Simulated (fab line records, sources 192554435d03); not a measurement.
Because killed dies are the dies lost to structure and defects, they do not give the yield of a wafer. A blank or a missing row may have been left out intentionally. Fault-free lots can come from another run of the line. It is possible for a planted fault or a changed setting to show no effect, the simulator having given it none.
Which tool was responsible?	flow n5Finfet	60 wafers from 20 lots sampled at 6 of the route's 1938 steps

WHAT EACH GAUGE READ, for each wafer
The record holds no reading of a measuring or inspecting step that can be judged against a usual standard deviation.

EACH LOT AND THE TOOL THAT RAN IT (in order: tool; ch and the chambers of the sampled wafers; start)
lot	N5_FIN_SAQP_HM_OPEN_73	N5_FIN_SAQP_MANDREL_ETCH_58	N5_FIN_SAQP_ETCH_67	N5_FIN_SAQP_ETCH_64	N5_FIN_CUT_ETCH_20	N5_STI_FIN_REVEAL_CMP_04
L074	rieDiel-05 ch 2,3, day 1 22:28	rieSi-03 ch 1,3, day 2 00:28	rieDiel-06 ch 0,2, day 2 01:03	rieSi-01 ch 0,1, day 2 02:17	rieDiel-02 ch 0,1,2, day 2 03:02	cmp-02 ch 1,2, day 2 09:08
L075	rieDiel-06 ch 0,2,3, day 2 04:41	rieSi-03 ch 1,2,3, day 2 07:01	rieDiel-05 ch 1,2,3, day 2 07:39	rieSi-06 ch 0,1,2, day 2 08:44	rieDiel-03 ch 0,1,2, day 2 09:30	cmp-04 ch 0,1,3, day 2 16:53
L076	rieDiel-06 ch 1,2,3, day 2 09:49	rieSi-06 ch 0,2,3, day 2 12:50	rieDiel-05 ch 0,1,3, day 2 13:37	rieSi-06 ch 0,1,2, day 2 14:49	rieDiel-03 ch 0,1,2, day 2 15:47	cmp-01 ch 1,2,3, day 2 22:27
L077	rieDiel-04 ch 0,1, day 2 15:59	rieSi-03 ch 0,3, day 2 18:03	rieDiel-06 ch 0,2,3, day 2 18:38	rieSi-06 ch 1,2,3, day 2 20:04	rieDiel-02 ch 2,3, day 2 20:50	cmp-02 ch 0,1,3, day 3 03:08
L080	rieDiel-04 ch 1,2,3, day 3 10:35	rieSi-01 ch 0,1,2, day 3 12:42	rieDiel-05 ch 0,2,3, day 3 13:19	rieSi-06 ch 0,1,2, day 3 14:34	rieDiel-02 ch 0,1,3, day 3 15:19	cmp-01 ch 0,1,2, day 3 21:18
L081	rieDiel-06 ch 0,1, day 3 17:04	rieSi-03 ch 0,3, day 3 19:15	rieDiel-05 ch 0,2, day 3 19:50	rieSi-03 ch 0,1,2, day 3 21:01	rieDiel-01 ch 0,2,3, day 3 21:50	cmp-02 ch 2,3, day 4 04:55
L082	rieDiel-06 ch 0,2, day 3 22:22	rieSi-03 ch 1,2, day 4 01:02	rieDiel-05 ch 1,2,3, day 4 01:38	rieSi-03 ch 0,1,2, day 4 02:43	rieDiel-03 ch 0,2, day 4 03:37	cmp-01 ch 1,2,3, day 4 10:38
L084	rieDiel-05 ch 0,1, day 4 09:45	rieSi-06 ch 1,2, day 4 12:57	rieDiel-04 ch 1,2,3, day 4 13:32	rieSi-03 ch 0,1,3, day 4 14:50	rieDiel-02 ch 0,3, day 4 15:35	cmp-02 ch 0,1,2, day 4 21:40
L085	rieDiel-04 ch 0,1, day 4 16:12	rieSi-01 ch 1,2, day 4 18:13	rieDiel-04 ch 0,2, day 4 18:48	rieSi-06 ch 0,1,3, day 4 20:02	rieDiel-02 ch 0,1, day 4 20:55	cmp-02 ch 1,2,3, day 5 02:58
L086	rieDiel-04 ch 0,1,2, day 4 21:10	rieSi-03 ch 0,1,2, day 4 23:10	rieDiel-06 ch 2,3, day 4 23:53	rieSi-06 ch 0,1,3, day 5 01:02	rieDiel-02 ch 0,2,3, day 5 01:58	cmp-01 ch 0,3, day 5 08:23
L087	rieDiel-04 ch 1,2, day 5 06:28	rieSi-01 ch 0,2, day 5 08:32	rieDiel-04 ch 1,2,3, day 5 09:07	rieSi-01 ch 0,2, day 5 10:34	rieDiel-01 ch 2,3, day 5 11:31	cmp-01 ch 1,2, day 5 17:32
L088	rieDiel-06 ch 1,2,3, day 5 09:51	rieSi-01 ch 0,1,2, day 5 11:52	rieDiel-06 ch 1,2,3, day 5 12:27	rieSi-06 ch 0,2,3, day 5 13:33	rieDiel-02 ch 1,2,3, day 5 14:20	cmp-02 ch 0,1,3, day 5 20:34
L089	rieDiel-04 ch 1,2,3, day 5 16:23	rieSi-01 ch 0,2, day 5 18:28	rieDiel-05 ch 0,1,3, day 5 19:14	rieSi-01 ch 0,2,3, day 5 20:19	rieDiel-03 ch 1,3, day 5 21:11	cmp-02 ch 0,2, day 6 03:49
L090	rieDiel-05 ch 0,2, day 5 22:08	rieSi-01 ch 0,3, day 6 00:22	rieDiel-05 ch 0,1,3, day 6 00:57	rieSi-03 ch 1,3, day 6 02:02	rieDiel-01 ch 0,2, day 6 02:47	cmp-01 ch 1,3, day 6 08:49
L092	rieDiel-04 ch 1,2,3, day 6 09:56	rieSi-01 ch 0,2,3, day 6 12:14	rieDiel-06 ch 0,1,3, day 6 12:49	rieSi-03 ch 0,1,3, day 6 14:16	rieDiel-03 ch 0,1,2, day 6 15:01	cmp-01 ch 0,2,3, day 6 21:03
L093	rieDiel-04 ch 1,2, day 6 15:56	rieSi-01 ch 0,1,2, day 6 19:08	rieDiel-05 ch 2,3, day 6 19:44	rieSi-01 ch 2,3, day 6 20:49	rieDiel-03 ch 2,3, day 6 21:43	cmp-02 ch 0,1,3, day 7 03:53
L094	rieDiel-05 ch 2,3, day 6 22:15	rieSi-03 ch 1,3, day 7 00:38	rieDiel-04 ch 0,2,3, day 7 01:13	rieSi-03 ch 0,2,3, day 7 02:50	rieDiel-03 ch 2,3, day 7 03:35	cmp-02 ch 1,2, day 7 09:34
L095	rieDiel-06 ch 1,2,3, day 7 04:25	rieSi-03 ch 0,1,3, day 7 06:25	rieDiel-05 ch 0,1,3, day 7 07:01	rieSi-01 ch 0,1,3, day 7 08:08	rieDiel-02 ch 0,1,3, day 7 08:53	cmp-04 ch 0,1,2, day 7 14:53
L096	rieDiel-05 ch 0,1,3, day 7 09:35	rieSi-03 ch 0,1,2, day 7 11:46	rieDiel-04 ch 1,2, day 7 12:21	rieSi-06 ch 0,1,3, day 7 13:48	rieDiel-02 ch 0,3, day 7 14:36	cmp-04 ch 1,2,3, day 7 22:45
L097	rieDiel-04 ch 2,3, day 7 17:20	rieSi-03 ch 2,3, day 7 19:22	rieDiel-06 ch 0,3, day 7 19:57	rieSi-03 ch 0,1, day 7 21:55	rieDiel-03 ch 0,1,2, day 7 22:40	cmp-01 ch 1,2, day 8 04:39
- N5_FIN_SAQP_HM_OPEN_73: chemistry CHF3/O2, target SiO2, stops on a-Si, target depth 12 nm, time 16.8 s.
- N5_FIN_SAQP_MANDREL_ETCH_58: etches a-Si in HBr/Cl2, stops on SiNx, target depth 45 nm, bt time 10 s, time 27 s.
- N5_FIN_SAQP_ETCH_67: etches SiNx in CH3F/O2, target depth 30 nm.
- N5_FIN_SAQP_ETCH_64: etches SiO2 in CF4, target depth 1.5 nm.
- N5_FIN_CUT_ETCH_20: etches SiARC in CF4, target depth 26 nm, time 43.3 s.
- N5_STI_FIN_REVEAL_CMP_04: polishes, stops on Si3N4, t overpolish 4 s, target thk 131.83 nm.

WHAT THE TOOLS THEMSELVES READ (means of the sampled wafers that have a number; where no wafer has one, the mark that the record gives instead)
N5_FIN_SAQP_HM_OPEN_73.
lot	tool	drypumpMotorCurrentA (A)	mfcArSccm (sccm)	oesProductAu (a.u.)	rfVppV (V)	showerheadPlenumPTorr (Torr)	throttleValvePct (%)
L074	rieDiel-05	5.8	200.3	0.48	537	2.48	18.70
L075	rieDiel-06	5.8	200.0	0.43	524	2.42	18.83
L076	rieDiel-06	6.2	199.9	0.43	537	2.47	18.77
L077	rieDiel-04	5.3	199.8	0.43	538	2.49	19.02
L080	rieDiel-04	5.6	199.5	0.47	515	2.47	18.86
L081	rieDiel-06	5.8	200.0	0.44	516	2.39	18.96
L082	rieDiel-06	6.0	200.1	0.43	537	2.42	18.89
L084	rieDiel-05	5.6	200.0	0.46	532	2.41	18.82
L085	rieDiel-04	5.3	200.0	0.43	538	2.48	19.05
L086	rieDiel-04	5.5	199.7	0.46	538	2.49	18.94
L087	rieDiel-04	5.6	200.1	0.46	527	2.48	18.79
L088	rieDiel-06	6.2	200.0	0.42	538	2.46	18.79
L089	rieDiel-04	5.5	199.8	0.46	514	2.46	18.87
L090	rieDiel-05	5.5	199.9	0.42	537	2.42	18.89
L092	rieDiel-04	5.5	199.7	0.46	515	2.46	18.89
L093	rieDiel-04	5.7	199.5	0.48	537	2.51	18.83
L094	rieDiel-05	5.8	200.3	0.45	536	2.46	18.78
L095	rieDiel-06	6.2	199.5	0.51	538	2.46	18.57
L096	rieDiel-05	5.8	199.7	0.50	528	2.40	18.72
L097	rieDiel-04	5.7	200.6	0.47	524	2.47	18.92

N5_FIN_SAQP_MANDREL_ETCH_58.
lot	tool	drypumpMotorCurrentA (A)	oesProductAu (a.u.)	throttleValvePct (%)
L074	rieSi-03	5.3	0.689	36.2
L075	rieSi-03	5.6	0.703	36.2
L076	rieSi-06	5.8	0.698	35.9
L077	rieSi-03	5.4	0.702	35.7
L080	rieSi-01	5.8	0.688	35.7
L081	rieSi-03	5.4	0.700	35.7
L082	rieSi-03	5.6	0.710	36.2
L084	rieSi-06	5.8	0.695	35.8
L085	rieSi-01	5.8	0.684	36.1
L086	rieSi-03	5.7	0.708	35.9
L087	rieSi-01	5.8	0.702	35.4
L088	rieSi-01	5.8	0.698	35.7
L089	rieSi-01	5.8	0.703	35.2
L090	rieSi-01	5.8	0.706	35.2
L092	rieSi-01	5.9	0.704	35.3
L093	rieSi-01	5.8	0.710	35.7
L094	rieSi-03	5.3	0.689	36.2
L095	rieSi-03	5.3	0.705	35.9
L096	rieSi-03	5.7	0.714	35.9
L097	rieSi-03	6.0	0.707	36.1

N5_FIN_SAQP_ETCH_67.
lot	tool	drypumpMotorCurrentA (A)	mfcArSccm (sccm)	oesProductAu (a.u.)	rfVppV (V)	showerheadPlenumPTorr (Torr)	throttleValvePct (%)
L074	rieDiel-06	5.7	150.1	0.73	296	1.98	16.46
L075	rieDiel-05	6.0	150.0	0.75	302	2.04	16.33
L076	rieDiel-05	5.9	149.8	0.69	300	2.00	16.44
L077	rieDiel-06	5.8	149.9	0.70	297	2.01	16.41
L080	rieDiel-05	5.7	149.5	0.74	304	2.02	16.39
L081	rieDiel-05	5.5	150.4	0.77	307	2.05	16.31
L082	rieDiel-05	6.0	149.9	0.84	302	2.04	16.20
L084	rieDiel-04	5.5	149.8	0.77	292	2.05	16.43
L085	rieDiel-04	5.7	150.2	0.80	311	2.10	16.49
L086	rieDiel-06	5.9	150.2	0.69	300	2.04	16.38
L087	rieDiel-04	5.5	149.9	0.77	292	2.05	16.45
L088	rieDiel-06	6.2	149.7	0.70	306	2.05	16.38
L089	rieDiel-05	5.8	149.7	0.77	300	2.00	16.34
L090	rieDiel-05	5.8	150.0	0.77	299	2.00	16.34
L092	rieDiel-06	5.9	149.6	0.78	295	2.01	16.29
L093	rieDiel-05	5.8	150.0	0.76	305	2.04	16.34
L094	rieDiel-04	5.5	150.0	0.75	299	2.05	16.60
L095	rieDiel-05	5.8	149.9	0.84	299	1.99	16.23
L096	rieDiel-04	5.7	150.0	0.79	305	2.08	16.40
L097	rieDiel-06	5.5	150.0	0.75	287	1.96	16.39

N5_FIN_SAQP_ETCH_64.
lot	tool	drypumpMotorCurrentA (A)	oesProductAu (a.u.)	throttleValvePct (%)
L074	rieSi-01	5.7	0.981	22.24
L075	rieSi-06	5.8	1.004	21.78
L076	rieSi-06	5.8	1.005	21.78
L077	rieSi-06	5.7	1.012	21.88
L080	rieSi-06	5.8	0.999	21.78
L081	rieSi-03	5.7	1.005	21.97
L082	rieSi-03	5.7	1.008	21.96
L084	rieSi-03	5.3	1.010	21.98
L085	rieSi-06	5.7	1.030	21.86
L086	rieSi-06	5.7	1.019	21.86
L087	rieSi-01	5.8	1.014	21.89
L088	rieSi-06	5.7	1.005	21.84
L089	rieSi-01	5.8	1.001	21.88
L090	rieSi-03	5.3	1.002	22.18
L092	rieSi-03	5.3	1.012	21.98
L093	rieSi-01	6.0	0.982	21.85
L094	rieSi-03	5.6	1.003	21.99
L095	rieSi-01	5.8	0.992	22.05
L096	rieSi-06	5.7	1.027	21.86
L097	rieSi-03	5.4	1.017	21.77

N5_FIN_CUT_ETCH_20.
lot	tool	drypumpMotorCurrentA (A)	etchRfOnTimeS (s)	mfcArSccm (sccm)	oesProductAu (a.u.)	rfVppV (V)	showerheadPlenumPTorr (Torr)	throttleValvePct (%)
L074	rieDiel-02	6.0	42.6	99.9	0.71	183.7	2.11	15.70
L075	rieDiel-03	5.9	44.3	99.8	0.65	184.4	2.13	15.56
L076	rieDiel-03	5.9	44.2	100.0	0.65	183.5	2.13	15.56
L077	rieDiel-02	5.8	42.2	99.4	0.63	183.5	2.06	15.83
L080	rieDiel-02	6.1	43.6	100.0	0.71	183.4	2.11	15.51
L081	rieDiel-01	6.0	44.2	99.9	0.62	185.2	2.19	15.73
L082	rieDiel-03	5.7	43.3	99.9	0.69	183.8	2.15	15.49
L084	rieDiel-02	6.1	44.1	99.9	0.69	183.6	2.10	15.34
L085	rieDiel-02	6.4	42.8	99.7	0.75	183.8	2.15	15.45
L086	rieDiel-02	6.1	42.9	100.3	0.67	183.4	2.10	15.57
L087	rieDiel-01	5.9	44.7	99.8	0.61	184.1	2.17	15.73
L088	rieDiel-02	5.7	43.5	99.9	0.63	181.9	2.06	15.83
L089	rieDiel-03	6.0	44.7	100.1	0.59	183.4	2.14	15.74
L090	rieDiel-01	6.1	44.4	99.9	0.60	184.7	2.21	15.78
L092	rieDiel-03	5.9	44.3	100.0	0.62	182.3	2.12	15.62
L093	rieDiel-03	6.5	42.8	99.9	0.61	185.2	2.18	15.69
L094	rieDiel-03	6.5	42.5	99.7	0.62	184.5	2.18	15.69
L095	rieDiel-02	6.1	43.3	99.9	0.68	183.3	2.10	15.57
L096	rieDiel-02	6.4	42.9	100.2	0.72	184.4	2.14	15.31
L097	rieDiel-03	5.9	44.6	100.4	0.70	183.7	2.12	15.48

N5_STI_FIN_REVEAL_CMP_04.
lot	tool	motorCurrentA (A)	overpolishRunS (s)	padLifeWafers	slurryFilterDpKPa (kPa)	timeToEndpointS (s)
L074	cmp-02	8.2	4.003	1820	13.55	100
L075	cmp-04	7.6	3.996	1442	13.52	99
L076	cmp-01	7.9	3.999	314	13.58	98
L077	cmp-02	8.0	4.000	1982	13.47	108
L080	cmp-01	8.4	4.000	511	13.59	100
L081	cmp-02	8.6	4.000	138	13.53	102
L082	cmp-01	8.3	4.008	632	13.63	102
L084	cmp-02	8.0	4.005	290	13.42	104
L085	cmp-02	8.4	3.998	368	13.53	100
L086	cmp-01	7.3	3.991	853	13.68	102
L087	cmp-01	8.4	3.997	918	13.48	108
L088	cmp-02	8.3	4.003	500	13.66	102
L089	cmp-02	8.1	3.997	560	13.36	104
L090	cmp-01	7.7	4.009	1040	13.59	101
L092	cmp-01	7.2	4.008	1142	13.47	105
L093	cmp-02	8.2	4.004	734	13.49	115
L094	cmp-02	7.8	3.997	786	13.47	110
L095	cmp-04	7.5	4.007	115	13.52	102
L096	cmp-04	7.1	4.001	189	13.55	101
L097	cmp-01	8.7	4.008	1416	13.43	108

THE ANSWER, worked out from the rows above alone
Rule: usual is defined by the lots themselves. The widest of any qualifying gaps counts: lots, ordered by their means at a reading, are off when they make up no more than a third of the lots, leave a main group of 4 or more, and stand apart from it by 3 or more times the standard deviation of that group's means. Not used: any main group whose means are identical at the precision the tables above print for the reading. Also off: a lot with no number at a reading for which 4 or more lots have one. Where the step has rows for the other lots, those lots are counted as sound. Order of review: gauges by route order, followed by the tools' own readings, for which a lot's mean as printed above is used. At the first step where some lot is off, the reading lying furthest off is the one used; lots without a number count as furthest.
Across all readings shown, no lot is off: no conclusion can be drawn from this.

WHAT THE SIMULATOR HAD INSERTED
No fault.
